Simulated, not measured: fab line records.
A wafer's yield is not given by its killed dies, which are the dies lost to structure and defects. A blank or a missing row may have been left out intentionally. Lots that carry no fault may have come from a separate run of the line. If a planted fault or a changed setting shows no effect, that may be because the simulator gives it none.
The tool behind it: which one? || flow nand-harc || 18 wafers from 6 lots sampled at 5 of the route's 1302 steps

== WHAT EACH GAUGE READ, for each wafer ==
NHARC_END_SORT_01.
lot || measured || on || killed-at-array

== WHAT TOOL EACH LOT RAN ON (gives the tool, then ch and the chambers of the sampled wafers, and finally the start) ==
{"lot": "L945", "NHARC_A_CHANNEL_HOLE_D1_ETCH_26": "har-etch-01 ch 0,1, day 9 08:56", "NHARC_A_CHANNEL_HOLE_D1_ETCH_44": "rie-diel-12 ch 0,1,2, day 9 09:53", "NHARC_A_CHANNEL_FILL_D1_ALD_15": "ald-sin-batch-01 ch 0, day 9 20:30", "NHARC_A_CHANNEL_FILL_D1_ALD_16": "ald-hk-01 ch 0,2,3, day 9 22:32"}
{"lot": "L947", "NHARC_A_CHANNEL_HOLE_D1_ETCH_26": "har-etch-02 ch 0, day 10 03:43", "NHARC_A_CHANNEL_HOLE_D1_ETCH_44": "rie-diel-12 ch 0,2,3, day 10 05:03", "NHARC_A_CHANNEL_FILL_D1_ALD_15": "ald-sin-batch-01 ch 0, day 10 15:00", "NHARC_A_CHANNEL_FILL_D1_ALD_16": "ald-hk-01 ch 1,2,3, day 10 17:47"}
{"lot": "L957", "NHARC_A_CHANNEL_HOLE_D1_ETCH_26": "har-etch-02 ch 0,1, day 13 21:26", "NHARC_A_CHANNEL_HOLE_D1_ETCH_44": "rie-diel-12 ch 0,2,3, day 13 22:24", "NHARC_A_CHANNEL_FILL_D1_ALD_15": "ald-sin-batch-01 ch 0, day 14 09:43", "NHARC_A_CHANNEL_FILL_D1_ALD_16": "ald-hk-01 ch 1,2,3, day 14 11:46"}
{"lot": "L960", "NHARC_A_CHANNEL_HOLE_D1_ETCH_26": "har-etch-01 ch 0,1, day 15 18:18", "NHARC_A_CHANNEL_HOLE_D1_ETCH_44": "rie-diel-06 ch 0,1,2, day 15 19:15", "NHARC_A_CHANNEL_FILL_D1_ALD_15": "ald-sin-batch-01 ch 0, day 16 07:02", "NHARC_A_CHANNEL_FILL_D1_ALD_16": "ald-hk-04 ch 1,2, day 16 11:10"}
{"lot": "L963", "NHARC_A_CHANNEL_HOLE_D1_ETCH_26": "har-etch-02 ch 0,1, day 16 14:43", "NHARC_A_CHANNEL_HOLE_D1_ETCH_44": "rie-diel-06 ch 0,2,3, day 16 15:40", "NHARC_A_CHANNEL_FILL_D1_ALD_15": "ald-sin-batch-02 ch 0, day 17 05:38", "NHARC_A_CHANNEL_FILL_D1_ALD_16": "ald-hk-03 ch 0,1, day 17 07:44"}
{"lot": "L967", "NHARC_A_CHANNEL_HOLE_D1_ETCH_26": "har-etch-01 ch 0,1, day 18 18:28", "NHARC_A_CHANNEL_HOLE_D1_ETCH_44": "rie-diel-12 ch 1,2,3, day 18 19:25", "NHARC_A_CHANNEL_FILL_D1_ALD_15": "ald-sin-batch-01 ch 0, day 19 04:41", "NHARC_A_CHANNEL_FILL_D1_ALD_16": "ald-hk-03 ch 0,2, day 19 06:46"}
- NHARC_A_CHANNEL_HOLE_D1_ETCH_26: etches the open film in C4F8/O2/Ar, time 224.1 s, target depth 300 nm.
- NHARC_A_CHANNEL_HOLE_D1_ETCH_44: etches the open film in CF4/O2, target depth 140 nm, overetch 14 nm, time 77 s.
- NHARC_A_CHANNEL_FILL_D1_ALD_15: deposits SiNx, target thk 2 nm, pulse time 60 s, ald cycles 19.
- NHARC_A_CHANNEL_FILL_D1_ALD_16: deposits SiO2, target thk 1.5 nm, pulse time 10 s, ald cycles 15.

== THE ANSWER, worked out from the rows above alone ==
Rule: the lots themselves supply what counts as usual. The widest of any qualifying gaps counts: lots, ordered by their means at a reading, are off when they make up no more than a third of the lots, leave a main group of 4 or more, and stand apart from it by 3 or more times the standard deviation of that group's means. A main group is skipped when, at the precision printed for the reading in the tables above, its means are all equal. A lot without any number at a reading at which 4 lots or more have one is off too. Where the step has rows for the other lots, those lots are counted as sound.
No lot is off on any of the readings shown, so nothing can be concluded from this.

== WHAT THE SIMULATOR PUT IN ==
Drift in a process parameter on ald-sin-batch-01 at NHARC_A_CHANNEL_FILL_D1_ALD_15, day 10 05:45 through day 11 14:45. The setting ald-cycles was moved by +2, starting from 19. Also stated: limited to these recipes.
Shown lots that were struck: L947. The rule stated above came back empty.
